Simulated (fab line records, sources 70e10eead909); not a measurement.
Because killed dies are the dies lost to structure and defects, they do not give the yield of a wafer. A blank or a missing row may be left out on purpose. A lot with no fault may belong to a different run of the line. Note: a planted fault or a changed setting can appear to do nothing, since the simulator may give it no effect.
A struck lot beside a sound one :: flow nand harc :: 16 out of 1302 route steps
Sound: these wafers, L797.2, L797.3, L797.4. Struck: wafers L794.3, L794.4, L794.5. The cause is given at the end.
Per side, at each step with rows, come the tool, then ch with its chambers, and then its first start. Under that, the readings that differ: sound wafers :: struck wafers :: difference of the means :: sigmas: that difference in standard deviations of wafers without a fault.
alike: a reading whose means differ by less than 2 such deviations, as well as words and numbers matching on both sides. not compared: withheld readings; readings where some wafer has no value; bounds like >300 that might hide an equal value; numbers whose values overlap and for which the record gives no deviation.
Wherever a step has rows on one side only, a row that says differs or no value, or a row with sigmas, the two part there. Non-overlapping numbers with no deviation appear without sigmas and do not part them. A reading missing from all wafers of one side parts the sides only when that side holds two or more wafers.

NHARC_A_ONON_D2_THK_MEAS_05: measures by ellipsometry.
  sound on film metro-01, day 17 14:32; struck on film metro-01, day 16 22:20
reading: thk nm (nm)
sound: 1022 1020 1021
struck: 994 994 996
difference: -26
sigmas: -3
following that, 1 step holds no rows for these wafers, namely NHARC_A_ONON_D2_DEP_06 (target thickness 1000 nm).
NHARC_A_ONON_D2_THK_MEAS_08: measures by ellipsometry.
  sound on film metro-01, day 17 15:05; struck on film metro-01, day 16 22:54
reading: thk nm (nm)
sound: 1007 1006 1006
struck: 986 984 984
difference: -22
sigmas: -2
following that, 1 step holds no rows for these wafers, namely NHARC_A_ONON_D2_DEP_09 (target thickness 1000 nm).
NHARC_A_ONON_D2_THK_MEAS_11: measures by ellipsometry.
  sound on film metro-02, day 17 15:39; struck on film metro-01, day 16 23:28
  alike: thk nm
following that, 1 step holds no rows for these wafers, namely NHARC_A_ONON_D2_DEP_12 (target thickness 1000 nm).
NHARC_A_ONON_D2_THK_MEAS_14: measures by ellipsometry.
  sound on film metro-01, day 17 16:13; struck on film metro-01, day 17 00:02
  alike: thk nm
then, 2 steps without rows for these wafers: NHARC_A_ONON_D2_ANNEAL_15 (time 3600 s); NHARC_A_ONON_D2_DEP_16 (target thk 1000 nm).
NHARC_A_ONON_D2_THK_MEAS_18: measures by ellipsometry.
  sound on film metro-02, day 17 21:25; struck on film metro-01, day 17 07:37
reading: thk nm (nm)
sound: 1030 1031 1032
struck: 1007 1008 1007
difference: -24
sigmas: -2
following that, 1 step holds no rows for these wafers, namely NHARC_A_ONON_D2_DEP_19 (target thickness 1000 nm).
NHARC_A_ONON_D2_THK_MEAS_21: measures by ellipsometry.
  sound on film metro-01, day 17 21:59; struck on film metro-02, day 17 08:11
  alike: thk nm
NHARC_A_ONON_D2_DEP_22: target thk 1000 nm.
  sound on pecvd onon-02 ch 0, day 17 22:06; struck on pecvd onon-04 ch 0, day 17 08:21
  alike: n2o flow sccm, sih4 flow sccm
NHARC_A_ONON_D2_THK_MEAS_24: measures by ellipsometry.
  sound on film metro-01, day 17 22:34; struck on film metro-01, day 17 08:45
reading: thk nm (nm)
sound: 998 999 997
struck: 712 712 710
difference: -287
sigmas: -33
following that, 1 step holds no rows for these wafers, namely NHARC_A_ONON_D2_DEP_25 (target thickness 1000 nm).
-- record jumps: 12 days between struck wafers' starts before vs after; left off in module A_ONON_D2, resumes in module END, first step shown is number 1302 of the route --
NHARC_END_SORT_01:
  sound on prober-02 ch 0, day 29 12:55; struck on prober-02 ch 0, day 29 04:41
reading: killed at array
sound: 44 47 53
struck: 673 674 671
difference: +625
sigmas: +37

reading: killed dies
sound: 50 53 58
struck: 677 677 677
difference: +623
sigmas: +39
  alike: killed at other, killed at periphery, killed open, killed short

== WHERE THEY PART ==
Earliest at NHARC_A_ONON_D2_THK_MEAS_05; latest, in this record, at NHARC_END_SORT_01.

WHY: whatever the simulator had introduced
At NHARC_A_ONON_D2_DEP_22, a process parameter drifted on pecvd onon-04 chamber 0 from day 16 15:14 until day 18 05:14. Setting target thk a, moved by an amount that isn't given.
